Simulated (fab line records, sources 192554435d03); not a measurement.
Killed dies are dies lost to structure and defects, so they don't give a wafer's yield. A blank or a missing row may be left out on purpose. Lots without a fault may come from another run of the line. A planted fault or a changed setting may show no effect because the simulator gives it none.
fab line records | flow n5_finfet
record lots=7 wafers=39
route steps=1938 shown BEOL_M10@1512 BEOL_M12@1602
start_h: hours from the record's first day to the start of the lot's first wafer shown | wait_h: hours since the lot's step before | " the same as in the row above | L1.1+2: a row that stands for several wafers | - no value, or no start given | * or withheld: withheld | < > ~ a bound
route shown NAME@n: a module of which the file shows steps, and the number in the route of the first | usual: mean/standard deviation of fault-free wafers | same: alike in all rows | chamber/n: place in a boat | sites: the reading at each site | _std_site: their standard deviation | _edge_site: outer sites' mean less inner sites' | radius_mm: how far each site lies from the wafer's centre | mask NAME#n: copy n | behind: the tool/chamber that last shaped the wafer | hold: why the lot was held/for how many hours/how that ended | device: the transistor (n, p or np) that didn't switch | end of line: the same wafers' tests at the end of the route | a step without rows: its recipe alone | killed: dies lost to structure and defects at the first sort, not the wafer's yield | map: a wafer's dies, x killed, . not, _ none there
set.NAME: the setting as run; set.NAME@STEP: as run at that earlier step | model.NAME: the simulator's own value behind a step, which no gauge read
lots whose settings were changed on purpose; a table a step, a row a wafer
## steps
# step N5_BEOL_M10_TRENCH_ETCH_37
# recipe chemistry=C4F6/O2 target_depth_a=1488.3 target=SiCOH_lowk time_s=48 ion_energy_ev=250 pressure_mtorr=30 source_w=345 bias_w=185 Ar_flow_sccm=300 C4F6_flow_sccm=10 O2_flow_sccm=10
# columns lot.wafer tool chamber start_h wait_h set.time_s model.BEOL_M10.feature_depth_nm model.etch.depth_nm model.TiN_of_BEOL_M10_HM_DEP_02.thk_nm
L075.1 rie_diel-01 1 - - 48 147.4 147.5 15.8
L075.2 " 0 " " 48 143.2 143.2 16.2
L075.3 " 2 " " 48 143 142.9 16.2
L075.4 " 3 " " 27.71 84.2 84.13 17.6
L075.5 " 2 " " 27.71 83.4 83.33 17.6
L075.6 " 3 " " 27.71 83 82.93 17.8
L082.1 rie_diel-04 0 - - 61.12 188.4 188.4 14.6
L082.2 " 2 " " 48 147.8 147.8 15.8
L082.3 " 3 " " 48 150.6 150.6 15.6
L082.4 " 1 " " 61.12 191 191.1 14.6
L082.5 " 3 " " 61.12 191.4 191.4 14.6
L082.6 " 2 " " 48 148 148.1 15.8
L083.2 rie_diel-04 0 - - 48 146.2 146.3 16
L083.3 " 2 " " 48 147.6 147.6 16.2
L083.4 " 3 " " 48 150.2 150.2 15.8
L084.1 rie_diel-02 0 - - 48 146 145.9 15.8
L084.2 " 2 " " 48 147 147 15.8
L084.3 " 1 " " 48 146 146.1 15.8
L084.4 " 3 " " 48 145.6 145.6 15.6
L084.5 " 2 " " 48 147.8 147.7 15.8
L084.6 " 3 " " 48 145.6 145.6 15.8
L085.1 rie_diel-02 3 - - 48 147.2 147.1 16
L085.2 " 1 " " 48 148.2 148.1 16
L085.3 " 2 " " 48 148.8 148.9 15.8
L085.4 " 0 " " 48 148 148 15.8
L085.5 " 2 " " 48 148.4 148.5 16
L085.6 " 1 " " 48 149.4 149.4 16
L090.1 rie_diel-01 2 - - 48 142.4 142.5 15.4
L090.2 " 0 " " 48 143 143 15.8
L090.3 " 3 " " 20.14 63.6 63.59 17.8
L090.4 " 1 " " 48 148 148.1 15.6
L090.5 " 1 " " 20.14 62.4 62.45 18
L090.6 " 0 " " 20.14 59.8 59.85 18
L093.1 rie_diel-02 1 - - 48 149.6 149.5 16.2
L093.2 " 3 " " 48 145.8 145.7 16
L093.3 " 0 " " 48 146.4 146.5 16
L093.4 " 1 " " 48 149.4 149.5 16
L093.5 " 3 " " 48 146 146 16.2
L093.6 " 0 " " 48 146.6 146.6 16
# step N5_BEOL_M10_ETCH_41
# recipe chemistry=CH3F/O2 target=SiCN target_depth_a=426 taper_deg=2 time_s=86 ion_energy_ev=120 mask_material=TiN pressure_mtorr=30 source_w=395 bias_w=75 Ar_flow_sccm=150 CH3F_flow_sccm=30 O2_flow_sccm=20
# step N5_BEOL_M10_STRIP_77
# recipe chemistry=N2/H2 time_s=10 power_w=450 temp_c=40 pressure_mtorr=20 rf_frequency_hz=6e+07 bias_power_w=7 n2_flow_sccm=200 h2_flow_sccm=200
# step N5_BEOL_M10_OCD_MEAS_38
# usual trench_depth_nm=147.4/2.7
# columns lot.wafer tool chamber start_h wait_h set.time_s@BEOL_M10_TRENCH_ETCH_37 trench_depth_nm
L075.1 ocd-01 - 228.50 - 48 147.7
L075.2 " - " " 48 142.7
L075.3 " - " " 48 142.9
L075.4 " - " " 27.71 83.6
L075.5 " - " " 27.71 83.4
L075.6 " - " " 27.71 82.7
L082.1 ocd-02 - 282.86 - 61.12 188.5
L082.2 " - " " 48 147.3
L082.3 " - " " 48 150.7
L082.4 " - " " 61.12 190.7
L082.5 " - " " 61.12 190.9
L082.6 " - " " 48 148.4
L083.2 ocd-01 - 287.09 - 48 146.1
L083.3 " - " " 48 147.4
L083.4 " - " " 48 149.7
L084.1 ocd-02 - 287.86 - 48 145.8
L084.2 " - " " 48 146.7
L084.3 " - " " 48 145.8
L084.4 " - " " 48 145.4
L084.5 " - " " 48 148.0
L084.6 " - " " 48 145.4
L085.1 ocd-02 - 297.28 - 48 146.8
L085.2 " - " " 48 148.4
L085.3 " - " " 48 148.5
L085.4 " - " " 48 147.8
L085.5 " - " " 48 148.5
L085.6 " - " " 48 149.8
L090.1 ocd-02 - 328.76 - 48 142.5
L090.2 " - " " 48 142.6
L090.3 " - " " 20.14 63.4
L090.4 " - " " 48 147.5
L090.5 " - " " 20.14 62.0
L090.6 " - " " 20.14 59.5
L093.1 ocd-02 - 334.12 - 48 149.4
L093.2 " - " " 48 146.0
L093.3 " - " " 48 147.2
L093.4 " - " " 48 149.1
L093.5 " - " " 48 146.0
L093.6 " - " " 48 147.1
# step N5_BEOL_M10_HM_STRIP_39
# recipe chemistry=peroxide_tin_strip material=TiN target_depth_a=250 temp_c=50 time_s=158
# step N5_BEOL_M10_SRD_40
# recipe time_s=30 temp_c=23 rinse_liquid=diw dry=ipa_marangoni
# step N5_BEOL_M10_ECD_50
# recipe material=Cu target_thk_a=3180
# step N5_BEOL_M10_ANNEAL_51
# recipe temp_c=225 time_s=90 ambient=N2
# step N5_BEOL_M10_CMP_52
# recipe stop_on=SiCOH_lowk t_overpolish_s=7 down_force_psi=1 platen_rpm=50 clearing_platen_down_force_psi=1.5 clearing_platen_rpm=50 post_cmp_clean=cu_alkaline target_thk_nm=140 clearing_platen_pad_velocity_m_s=0.99484 pad_velocity_m_s=0.99484
# columns lot.wafer tool chamber start_h wait_h set.time_s@BEOL_M10_TRENCH_ETCH_37 model.Cu_of_BEOL_M10_ECD_50.thk_nm
L075.1 cmp-02 3 231.11 0.3 48 137.6
L075.3 " 0 " " 48 132.6
L075.2 " 1 " " 48 134.6
L075.4 " 2 " " 27.71 74.8
L075.6 " 3 " " 27.71 73.8
L075.5 " 0 " " 27.71 72.6
L082.2 cmp-03 3 284.89 0.2 48 139
L082.4 " 0 " " 61.12 184.4
L082.3 " 1 " " 48 142.2
L082.1 " 2 " " 61.12 181.6
L082.5 " 3 " " 61.12 182.8
L082.6 " 0 " " 48 138.6
L083.4 cmp-02 3 290.21 0.1 48 140
L083.2 " 0 " " 48 136
L083.3 " 1 " " 48 138.6
L084.4 cmp-03 0 290.42 0.1 48 136.6
L084.2 " 1 " " 48 139.6
L084.1 " 2 " " 48 139
L084.3+6 " 3,0 " " 48 137
L084.5 " 1 " " 48 139.8
L085.3 cmp-02 1 300.80 0.2 48 140.2
L085.4 " 2 " " 48 138.4
L085.2 " 3 " " 48 138
L085.1 " 0 " " 48 136.6
L085.5 " 1 " " 48 141
L085.6 " 2 " " 48 141.2
L090.3 cmp-01 1 331.35 0.2 20.14 56.2
L090.1 " 2 " " 48 134
L090.2 " 3 " " 48 135.6
L090.4 " 0 " " 48 142
L090.5 " 1 " " 20.14 54.2
L090.6 " 2 " " 20.14 52.2
L093.4 cmp-02 2 338.80 0.1 48 140.4
L093.2 " 3 " " 48 135
L093.1 " 0 " " 48 137.8
L093.3+5 " 1,3 " " 48 136.8
L093.6 " 2 " " 48 135.8
# step N5_BEOL_M10_THK_MEAS_53
# recipe thk_meas_gauge=xrf reads=Cu_of_BEOL_M10_ECD_50
# usual M10_THK=143/3.2
# columns lot.wafer tool chamber start_h wait_h set.time_s@BEOL_M10_TRENCH_ETCH_37 M10_THK[nm]
L075.1 film_metro-02 - 231.41 - 48 143
L075.2 " - " " 48 140
L075.3 " - " " 48 138
L075.4 " - " " 27.71 78
L075.5 " - " " 27.71 75
L075.6 " - " " 27.71 77
L082.1 film_metro-02 - 285.19 - 61.12 188
L082.2 " - " " 48 144
L082.3 " - " " 48 146
L082.4 " - " " 61.12 191
L082.5 " - " " 61.12 189
L082.6 " - " " 48 143
L083.2 film_metro-02 - 290.50 - 48 140
L083.3 " - " " 48 143
L083.4 " - " " 48 145
L084.1 film_metro-02 - 290.71 - 48 144
L084.2 " - " " 48 145
L084.3 " - " " 48 142
L084.4 " - " " 48 142
L084.5 " - " " 48 145
L084.6 " - " " 48 142
L085.1 film_metro-01 - 301.10 - 48 141
L085.2 " - " " 48 143
L085.3 " - " " 48 145
L085.4 " - " " 48 144
L085.5 " - " " 48 145
L085.6 " - " " 48 145
L090.1 film_metro-01 - 331.65 - 48 139
L090.2 " - " " 48 140
L090.3 " - " " 20.14 58
L090.4 " - " " 48 147
L090.5 " - " " 20.14 56
L090.6 " - " " 20.14 54
L093.1 film_metro-01 - 339.09 - 48 142
L093.2 " - " " 48 139
L093.3 " - " " 48 141
L093.4 " - " " 48 145
L093.5 " - " " 48 140
L093.6 " - " " 48 139
# step N5_BEOL_M10_PRE_CLEAN_55
# recipe gas=NH3 time_s=15 temp_c=withheld rf_power_w=300
# step N5_BEOL_M10_DEP_56
# recipe material=SiCN target_thk_a=150 temp_c=withheld precursor=3MS/NH3 pressure_torr=3 rf_w=202 time_s=26.5
# step N5_BEOL_M10_RS_MEAS_57
# recipe thk_meas_gauge=four-point-probe reads=Cu_of_BEOL_M10_ECD_50+Co_of_BEOL_M10_CVD_75+TaN_of_BEOL_M10_ALD_74
# usual M10_RS=0.153/0.0036
# columns lot.wafer tool chamber start_h wait_h set.time_s@BEOL_M10_TRENCH_ETCH_37 M10_RS[ohm/sq]
L075.1 film_metro-02 - 231.54 0.1 48 0.154
L075.2 " - " " 48 0.157
L075.3 " - " " 48 0.160
L075.4 " - " " 27.71 0.309
L075.5 " - " " 27.71 0.320
L075.6 " - " " 27.71 0.313
L082.1 film_metro-02 - 285.32 0.1 61.12 0.113
L082.2 " - " " 48 0.152
L082.3 " - " " 48 0.148
L082.4 " - " " 61.12 0.112
L082.5 " - " " 61.12 0.113
L082.6 " - " " 48 0.153
L083.2 film_metro-01 - 290.64 0.1 48 0.155
L083.3 " - " " 48 0.152
L083.4 " - " " 48 0.150
L084.1 film_metro-02 - 290.85 0.1 48 0.152
L084.2 " - " " 48 0.151
L084.3 " - " " 48 0.154
L084.4 " - " " 48 0.155
L084.5 " - " " 48 0.151
L084.6 " - " " 48 0.154
L085.1 film_metro-01 - 301.24 0.1 48 0.155
L085.2 " - " " 48 0.153
L085.3 " - " " 48 0.150
L085.4 " - " " 48 0.152
L085.5 " - " " 48 0.149
L085.6 " - " " 48 0.149
L090.1 film_metro-02 - 331.80 0.1 48 0.159
L090.2 " - " " 48 0.156
L090.3 " - " " 20.14 0.436
L090.4 " - " " 48 0.149
L090.5 " - " " 20.14 0.457
L090.6 " - " " 20.14 0.478
L093.1 film_metro-02 - 339.23 0.1 48 0.154
L093.2 " - " " 48 0.157
L093.3 " - " " 48 0.155
L093.4 " - " " 48 0.151
L093.5 " - " " 48 0.154
L093.6 " - " " 48 0.156
# step N5_BEOL_M12_ILD_DEP_00
# recipe material=SiOC target_thk_a=6589.2 temp_c=350 precursor=DEMS/O2 pressure_torr=5 rf_w=500 time_s=130.7
# columns lot.wafer tool chamber start_h wait_h set.target_thk_a model.SiOC_of_BEOL_M12_ILD_DEP_00.thk_nm
L075.1 pecvd-03 2 237.52 0.0 7760 766.8
L075.2 " 1 " " 6589.2 660.2
L075.3 " 0 " " 6589.2 656.8
L075.4 " 1 " " 6589.2 670.4
L075.5 " 2 " " 7760 783.2
L075.6 " 0 " " 7760 781.2
L082.1 pecvd-03 1 293.14 0.0 6589.2 668
L082.2 " 0 " " 6589.2 659.6
L082.3 " 2 " " 6589.2 651
L082.4 " 1 " " 6589.2 673
L082.5 " 2 " " 6589.2 661.2
L082.6 " 0 " " 6589.2 672.4
L083.2 pecvd-04 0 296.46 0.0 6589.2 646
L083.3 " 1 " " 6589.2 649.4
L083.4 " 0 " " 6589.2 656.4
L084.1 pecvd-03 2 297.42 0.0 3922 377.4
L084.2 " 0 " " 3922 388
L084.3 " 1 " " 3922 395.8
L084.4 " 2 " " 6589.2 658.6
L084.5 " 0 " " 6589.2 668.2
L084.6 " 1 " " 6589.2 670.2
L085.1 pecvd-01 2 310.75 0.0 4158 407.4
L085.2 " 0 " " 6589.2 652.8
L085.3 " 1 " " 4158 396.8
L085.4 " 1 " " 6589.2 650.8
L085.5 " 2 " " 4158 417.8
L085.6 " 0 " " 6589.2 663.2
L090.1 pecvd-04 1 340.78 0.0 6589.2 649.4
L090.2 " 2 " " 6589.2 648
L090.3 " 0 " " 6589.2 661.2
L090.4+6 " 1,2 " " 6589.2 664.8
L090.5 " 0 " " 6589.2 663.6
L093.1 pecvd-04 0 348.19 0.0 6589.2 643
L093.2 " 1 " " 6589.2 646.2
L093.3 " 2 " " 6589.2 654.6
L093.4 " 0 " " 6589.2 661.8
L093.5 " 2 " " 6589.2 651.8
L093.6 " 1 " " 6589.2 659.2
# step N5_BEOL_M12_THK_MEAS_01
# recipe reads=SiOC_of_BEOL_M12_ILD_DEP_00
# usual M12_ILD_THK=658/9.6
# columns lot.wafer tool chamber start_h wait_h set.target_thk_a@BEOL_M12_ILD_DEP_00 M12_ILD_THK[nm]
L075.1 film_metro-02 - 237.65 0.1 7760 767
L075.2 " - " " 6589.2 660
L075.3 " - " " 6589.2 657
L075.4 " - " " 6589.2 670
L075.5 " - " " 7760 784
L075.6 " - " " 7760 781
L082.1 film_metro-02 - 293.27 0.1 6589.2 668
L082.2 " - " " 6589.2 660
L082.3 " - " " 6589.2 651
L082.4 " - " " 6589.2 674
L082.5 " - " " 6589.2 662
L082.6 " - " " 6589.2 673
L083.2 film_metro-01 - 296.59 0.1 6589.2 647
L083.3 " - " " 6589.2 649
L083.4 " - " " 6589.2 657
L084.1 film_metro-01 - 297.55 0.1 3922 377
L084.2 " - " " 3922 388
L084.3 " - " " 3922 395
L084.4 " - " " 6589.2 658
L084.5 " - " " 6589.2 668
L084.6 " - " " 6589.2 670
L085.1 film_metro-02 - 310.88 0.1 4158 407
L085.2 " - " " 6589.2 653
L085.3 " - " " 4158 396
L085.4 " - " " 6589.2 651
L085.5 " - " " 4158 418
L085.6 " - " " 6589.2 663
L090.1 film_metro-02 - 340.91 0.1 6589.2 649
L090.2 " - " " 6589.2 648
L090.3 " - " " 6589.2 661
L090.4 " - " " 6589.2 665
L090.5 " - " " 6589.2 664
L090.6 " - " " 6589.2 665
L093.1 film_metro-01 - 348.32 0.1 6589.2 643
L093.2 " - " " 6589.2 646
L093.3 " - " " 6589.2 655
L093.4 " - " " 6589.2 662
L093.5 " - " " 6589.2 652
L093.6 " - " " 6589.2 659
# step N5_BEOL_M12_COAT_58
# recipe resist=BARC temp_c=205 time_s=60 spin_rpm=1500 resist_thk_nm=89
# step N5_BEOL_M12_COAT_04
# recipe spin_rpm=1625 resist_thk_nm=400
# step N5_BEOL_M12_DESCUM_15
# recipe chemistry=O2 time_s=7.9 source_power_w=50 bias_power_w=20 pressure_mtorr=20 rf_frequency_hz=2.712e+07 temp_c=40 o2_flow_sccm=225
# step N5_BEOL_M12_ETCH_59
# recipe chemistry=N2/H2 target=BARC target_depth_a=890 overetch_a=267 time_s=67.9 ion_energy_ev=200 pressure_mtorr=30 source_w=840 bias_w=150 n2_flow_sccm=200 h2_flow_sccm=200
# step N5_BEOL_M12_VIA_ETCH_16
# recipe chemistry=C4F8/O2/Ar target=SiOC pressure_mtorr=30 source_w=3000 bias_w=700 Ar_flow_sccm=400 C4F8_flow_sccm=15 O2_flow_sccm=8 he_inner_torr=15 he_outer_torr=30 target_depth_a=7248 time_s=withheld ion_energy_ev=250 ends=cleared
# columns lot.wafer tool chamber start_h wait_h set.target_thk_a@BEOL_M12_ILD_DEP_00 model.etch.depth_nm model.coat_of_BEOL_M12_COAT_04.thk_nm
L075.1 rie_diel-04 3 238.39 0.0 7760 766.7 91.6
L075.2 " 0 " " 6589.2 660.3 124.6
L075.3 " 1 " " 6589.2 656.7 123.2
L075.4 " 2 " " 6589.2 670.3 120.8
L075.5 " 0 " " 7760 783.2 85.8
L075.6 " 1 " " 7760 781.1 87
L082.1 rie_diel-04 1 293.75 0.0 6589.2 668 119
L082.2 " 0 " " 6589.2 659.6 123.4
L082.3 " 3 " " 6589.2 650.9 124.4
L082.4 " 2 " " 6589.2 673.1 119
L082.5 " 0 " " 6589.2 661.2 121.8
L082.6 " 1 " " 6589.2 672.5 117.2
L083.2 rie_diel-01 1 297.09 0.0 6589.2 646 126.4
L083.3 " 0 " " 6589.2 649.4 127.4
L083.4 " 3 " " 6589.2 656.3 121.6
L084.1 rie_diel-02 2 298.05 0.0 3922 377.4 207.4
L084.2 " 0 " " 3922 387.9 206
L084.3 " 3 " " 3922 395.7 203.2
L084.4 " 1 " " 6589.2 658.7 124
L084.5 " 2 " " 6589.2 668.1 121
L084.6 " 3 " " 6589.2 670.2 121.4
L085.1 rie_diel-02 3 311.42 0.0 4158 407.4 196.8
L085.2 " 1 " " 6589.2 652.8 122.4
L085.3 " 2 " " 4158 396.9 199
L085.4 " 0 " " 6589.2 650.8 127
L085.5 " 3 " " 4158 417.7 196.6
L085.6 " 2 " " 6589.2 663.3 122
L090.1 rie_diel-01 2 342.11 0.0 6589.2 649.4 128.6
L090.2 " 1 " " 6589.2 648.1 124.6
L090.3 " 0 " " 6589.2 661.2 125
L090.4 " 3 " " 6589.2 664.7 121
L090.5 " 0 " " 6589.2 663.5 123.2
L090.6 " 3 " " 6589.2 664.8 119.8
L093.1 rie_diel-01 0 348.80 0.0 6589.2 642.9 127.8
L093.2 " 1 " " 6589.2 646.2 124.4
L093.3 " 3 " " 6589.2 654.5 121.6
L093.4 " 2 " " 6589.2 661.8 122.4
L093.5 " 1 " " 6589.2 651.9 123.6
L093.6 " 2 " " 6589.2 659.2 123.6
# step N5_BEOL_M12_STRIP_63
# recipe chemistry=N2/H2 power_w=1000 temp_c=250 h2_frac=0.65 overash_fraction=0.3 pressure_mtorr=1000 n2_flow_sccm=1750 h2_flow_sccm=3250
# usual oes_product_au=0.693/0.0049 strip_time_to_endpoint_s=42.6/0.87
# columns lot.wafer tool chamber start_h wait_h set.target_thk_a@BEOL_M12_ILD_DEP_00 oes_product_au strip_time_to_endpoint_s
L075.1 plasma_asher-02 0 238.59 - 7760 0.690 33.9
L075.2 " 1 " " 6589.2 0.700 42.9
L075.3 " 0 " " 6589.2 0.699 42.5
L075.4 " 1 " " 6589.2 0.694 41.9
L075.5 " 1 " " 7760 0.683 32.2
L075.6 " 0 " " 7760 0.684 32.6
L082.1 plasma_asher-01 0 293.95 - 6589.2 0.696 41.4
L082.2 " 1 " " 6589.2 0.694 42.6
L082.3 " 1 " " 6589.2 0.700 42.8
L082.4 " 0 " " 6589.2 0.691 41.4
L082.5 " 0 " " 6589.2 0.686 42.1
L082.6 " 1 " " 6589.2 0.687 40.9
L083.2 plasma_asher-02 0 297.29 - 6589.2 0.689 43.4
L083.3 " 1 " " 6589.2 0.697 43.6
L083.4 " 0 " " 6589.2 0.695 42.1
L084.1 plasma_asher-02 1 298.25 - 3922 0.797 64.5
L084.2 " 0 " " 3922 0.798 64.2
L084.3 " 0 " " 3922 0.787 63.4
L084.4 " 1 " " 6589.2 0.692 42.8
L084.5 " 1 " " 6589.2 0.699 41.9
L084.6 " 0 " " 6589.2 0.688 42.1
L085.1 plasma_asher-01 1 311.62 - 4158 0.760 61.8
L085.2 " 0 " " 6589.2 0.691 42.3
L085.3 " 0 " " 4158 0.777 62.4
L085.4 " 1 " " 6589.2 0.695 43.6
L085.5 " 0 " " 4158 0.766 61.7
L085.6 " 1 " " 6589.2 0.693 42.2
L090.1 plasma_asher-01 1 342.31 - 6589.2 0.693 44.0
L090.2 " 0 " " 6589.2 0.692 42.9
L090.3 " 1 " " 6589.2 0.690 43.0
L090.4 " 0 " " 6589.2 0.689 41.9
L090.5 " 1 " " 6589.2 0.692 42.5
L090.6 " 0 " " 6589.2 0.686 41.6
L093.1 plasma_asher-01 0 349.00 - 6589.2 0.691 43.8
L093.2 " 1 " " 6589.2 0.688 42.9
L093.3 " 0 " " 6589.2 0.690 42.1
L093.4 " 1 " " 6589.2 0.696 42.3
L093.5 " 0 " " 6589.2 0.696 42.7
L093.6 " 1 " " 6589.2 0.692 42.6
## key
split step=N5_BEOL_M10_TRENCH_ETCH_37 setting=time_s stated=48 by=wafer
response step=N5_BEOL_M10_TRENCH_ETCH_37 reading=model.BEOL_M10.feature_depth_nm change=+1.44 per=1% r=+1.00
response step=N5_BEOL_M10_TRENCH_ETCH_37 reading=model.etch.depth_nm change=+1.44 per=1% r=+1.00
response step=N5_BEOL_M10_TRENCH_ETCH_37 reading=model.TiN_of_BEOL_M10_HM_DEP_02.thk_nm change=-0.0396 per=1% r=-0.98
response step=N5_BEOL_M10_OCD_MEAS_38 reading=trench_depth_nm change=+1.44 per=1% r=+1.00
response step=N5_BEOL_M10_CMP_52 reading=model.Cu_of_BEOL_M10_ECD_50.thk_nm change=+1.45 per=1% r=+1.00
response step=N5_BEOL_M10_THK_MEAS_53 reading=M10_THK change=+1.51 per=1% r=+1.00
response step=N5_BEOL_M10_RS_MEAS_57 reading=M10_RS change=-0.00427 per=1% r=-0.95
split step=N5_BEOL_M12_ILD_DEP_00 setting=target_thk_a stated=6589.2 by=wafer
response step=N5_BEOL_M12_ILD_DEP_00 reading=model.SiOC_of_BEOL_M12_ILD_DEP_00.thk_nm change=+6.78 per=1% r=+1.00
response step=N5_BEOL_M12_THK_MEAS_01 reading=M12_ILD_THK change=+6.78 per=1% r=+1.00
response step=N5_BEOL_M12_VIA_ETCH_16 reading=model.etch.depth_nm change=+6.78 per=1% r=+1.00
response step=N5_BEOL_M12_VIA_ETCH_16 reading=model.coat_of_BEOL_M12_COAT_04.thk_nm change=-2.02 per=1% r=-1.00
response step=N5_BEOL_M12_STRIP_63 reading=oes_product_au change=-0.00214 per=1% r=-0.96
response step=N5_BEOL_M12_STRIP_63 reading=strip_time_to_endpoint_s change=* per=1% r=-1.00
